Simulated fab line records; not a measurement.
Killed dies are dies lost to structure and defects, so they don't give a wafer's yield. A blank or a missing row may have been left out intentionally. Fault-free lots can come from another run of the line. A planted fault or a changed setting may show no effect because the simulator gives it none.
Which tool did it? -- flow n5Finfet -- Sampling: 14 lots, 42 wafers, 5 of 1938 route steps

WHAT THE GAUGES READ, wafer by wafer
N5_BEOL_M5_CD_MEAS_18: pitch 56 nm, target cd 28 nm.
lot,measured,on,cdNm (nm)
L611,day 7 22:35,cdSem-03,28.1 28.0 27.9
L614,day 8 13:59,cdSem-01,27.6 27.4 27.8
L612,day 8 16:56,cdSem-01,28.1 27.7 28.3
L613,day 8 18:16,cdSem-03,28.1 28.3 28.3
L615,day 9 07:04,cdSem-03,28.2 28.0 27.9
L620,day 10 19:30,cdSem-03,- - -
L621,day 11 15:45,cdSem-02,- - -
L624,day 11 19:10,cdSem-01,28.1 28.4 28.1
L626,day 12 02:56,cdSem-03,27.6 28.7 28.0
L627,day 12 10:38,cdSem-01,28.0 28.1 27.9
L628,day 12 20:32,cdSem-03,28.4 28.5 28.1
L629,day 13 06:14,cdSem-01,28.1 28.0 27.6
L632,day 14 08:29,cdSem-03,28.1 28.3 28.2
L631,day 14 14:07,cdSem-03,28.2 28.0 28.3

TOOL THAT RAN EACH LOT (tool first, then ch and the chambers of the sampled wafers, then the start)
lot,N5_BEOL_M4_ANNEAL_95,N5_BEOL_M4_SPUTTER_96,N5_BEOL_M5_ILD_DEP_00,N5_BEOL_M5_HM_OPEN_17
L611,"pvdSputter-01, day 7 18:20","pvdSputter-01, day 7 18:28","pecvd-01 ch 0,1,2, day 7 20:34","rieMetal-03 ch 1, day 7 22:25"
L614,"pvdSputter-02, day 8 09:02","pvdSputter-02, day 8 09:11","pecvd-01 ch 1,2, day 8 11:16","rieMetal-03 ch 0,1, day 8 13:48"
L612,"pvdSputter-01, day 8 11:35","pvdSputter-01, day 8 11:43","pecvd-04 ch 0,1, day 8 13:47","rieMetal-03 ch 0, day 8 16:38"
L613,"pvdSputter-02, day 8 11:46","pvdSputter-02, day 8 11:54","pecvd-01 ch 0,1, day 8 13:58","rieMetal-01 ch 0,1, day 8 18:00"
L615,"pvdSputter-01, day 9 00:25","pvdSputter-01, day 9 00:34","pecvd-03 ch 0,1, day 9 02:37","rieMetal-03 ch 0,1, day 9 06:52"
L620,"pvdSputter-02, day 10 13:02","pvdSputter-02, day 10 13:11","pecvd-03 ch 0,2, day 10 15:15","rieMetal-01 ch 0,1, day 10 19:19"
L621,"pvdSputter-02, day 11 11:09","pvdSputter-02, day 11 11:17","pecvd-04 ch 0,2, day 11 13:28","rieMetal-02 ch 0,1, day 11 15:34"
L624,"pvdSputter-03, day 11 13:50","pvdSputter-03, day 11 13:58","pecvd-04 ch 0,2, day 11 16:11","rieMetal-01 ch 0,1, day 11 18:59"
L626,"pvdSputter-01, day 11 22:41","pvdSputter-01, day 11 22:49","pecvd-01 ch 0,1,2, day 12 00:53","rieMetal-02 ch 1, day 12 02:40"
L627,"pvdSputter-02, day 12 03:39","pvdSputter-02, day 12 03:47","pecvd-03 ch 0,2, day 12 05:54","rieMetal-02 ch 0,1, day 12 10:22"
L628,"pvdSputter-01, day 12 14:02","pvdSputter-01, day 12 14:10","pecvd-01 ch 0,2, day 12 16:31","rieMetal-01 ch 0,1, day 12 20:20"
L629,"pvdSputter-02, day 12 22:59","pvdSputter-02, day 12 23:08","pecvd-04 ch 0,2, day 13 01:13","rieMetal-02 ch 0,1, day 13 05:56"
L632,"pvdSputter-02, day 14 03:03","pvdSputter-02, day 14 03:11","pecvd-03 ch 0,2, day 14 05:16","rieMetal-03 ch 0,1, day 14 08:11"
L631,"pvdSputter-03, day 14 07:11","pvdSputter-03, day 14 07:20","pecvd-03 ch 0,1,2, day 14 09:29","rieMetal-01 ch 0,1, day 14 13:51"
- N5_BEOL_M4_ANNEAL_95: time 240 s.
- N5_BEOL_M4_SPUTTER_96: material Cu, target thk 4.5 nm, time 8.29 s.
- N5_BEOL_M5_ILD_DEP_00: deposits SiCOH lowk from DEMS/porogen, target thk 140.64 nm, time 25.9 s.
- N5_BEOL_M5_HM_OPEN_17: chemistry Cl2/BCl3, target TiN, target depth 20 nm, overetch 6 nm.

WHAT THE TOOLS THEMSELVES READ (means of the sampled wafers that have a number; where no wafer has one, the mark that the record gives instead)
N5_BEOL_M4_ANNEAL_95.
lot,tool,heaterPowerW (W)
L611,pvdSputter-01,859
L614,pvdSputter-02,774
L612,pvdSputter-01,862
L613,pvdSputter-02,893
L615,pvdSputter-01,906
L620,pvdSputter-02,804
L621,pvdSputter-02,922
L624,pvdSputter-03,751
L626,pvdSputter-01,912
L627,pvdSputter-02,855
L628,pvdSputter-01,897
L629,pvdSputter-02,833
L632,pvdSputter-02,829
L631,pvdSputter-03,735

N5_BEOL_M4_SPUTTER_96.
lot,tool,throttleValvePct (%)
L611,pvdSputter-01,30.2
L614,pvdSputter-02,29.6
L612,pvdSputter-01,30.1
L613,pvdSputter-02,29.5
L615,pvdSputter-01,29.1
L620,pvdSputter-02,30.1
L621,pvdSputter-02,29.8
L624,pvdSputter-03,30.1
L626,pvdSputter-01,30.2
L627,pvdSputter-02,30.3
L628,pvdSputter-01,29.0
L629,pvdSputter-02,30.9
L632,pvdSputter-02,30.1
L631,pvdSputter-03,29.6

N5_BEOL_M5_ILD_DEP_00.
lot,tool,heaterPowerW (W),showerheadPlenumPTorr (Torr),throttleValvePct (%)
L611,pecvd-01,335,5.749,14.5
L614,pecvd-01,306,5.743,15.0
L612,pecvd-04,262,5.721,13.6
L613,pecvd-01,315,5.746,14.1
L615,pecvd-03,276,5.750,13.7
L620,pecvd-03,303,5.736,13.8
L621,pecvd-04,244,5.743,13.0
L624,pecvd-04,207,5.722,13.3
L626,pecvd-01,307,5.746,14.3
L627,pecvd-03,310,5.735,13.5
L628,pecvd-01,323,5.740,13.5
L629,pecvd-04,225,5.732,13.2
L632,pecvd-03,317,5.747,13.5
L631,pecvd-03,292,5.755,13.4

N5_BEOL_M5_HM_OPEN_17.
lot,tool,bcl3FlowSccm (sccm),biasW (W),drypumpMotorCurrentA (A),oesProductAu (a.u.),throttleValvePct (%)
L611,rieMetal-03,21.74,126.4,5.2,0.56,22.07
L614,rieMetal-03,21.66,126.1,5.1,0.58,21.99
L612,rieMetal-03,21.85,126.7,5.0,0.61,21.85
L613,rieMetal-01,21.77,125.8,5.8,0.72,22.26
L615,rieMetal-03,21.86,126.3,5.1,0.58,21.99
L620,rieMetal-01,-,-,-,-,-
L621,rieMetal-02,-,-,-,-,-
L624,rieMetal-01,21.70,126.1,5.8,0.70,22.28
L626,rieMetal-02,21.60,125.9,6.3,0.68,21.84
L627,rieMetal-02,21.80,126.2,6.4,0.61,22.14
L628,rieMetal-01,21.71,126.1,5.8,0.69,22.28
L629,rieMetal-02,21.77,126.1,6.4,0.62,22.14
L632,rieMetal-03,21.73,126.3,5.1,0.55,22.03
L631,rieMetal-01,21.79,126.1,6.0,0.65,22.22

THE ANSWER, worked out from the rows above alone
Rule: what is usual is taken from the lots themselves. The widest of any qualifying gaps counts: lots, ordered by their means at a reading, are off when they make up no more than a third of the lots, leave a main group of 4 or more, and stand apart from it by 3 or more times the standard deviation of that group's means. Not used: any main group whose means are identical at the precision the tables above print for the reading. Also off: a lot with no number at a reading for which 4 or more lots have one. Any other lot the step has rows for is counted as sound. After the gauges, taken in route order, come the tools' own readings; for these a lot's mean is taken, as printed above. The first step at which some lot is off is used, and at that step the reading that is off furthest; a lot without a number counts as furthest.
Off: L620, L621, at N5_BEOL_M5_CD_MEAS_18 (cdNm). Without a number there: L620, L621. Main group: mean 28.1 nm, sd 0.18.
If a tool, at a process step before that reading, ran all the lots that are off and no sound lot after the first of them, it fits. The gauges at N5_BEOL_M5_CD_MEAS_18 aren't tried: what is off there is off at N5_BEOL_M5_HM_OPEN_17 too, on other tools, and a gauge's error can't cause that. No candidate that was tried fits.

WHAT THE SIMULATOR HAD INSERTED
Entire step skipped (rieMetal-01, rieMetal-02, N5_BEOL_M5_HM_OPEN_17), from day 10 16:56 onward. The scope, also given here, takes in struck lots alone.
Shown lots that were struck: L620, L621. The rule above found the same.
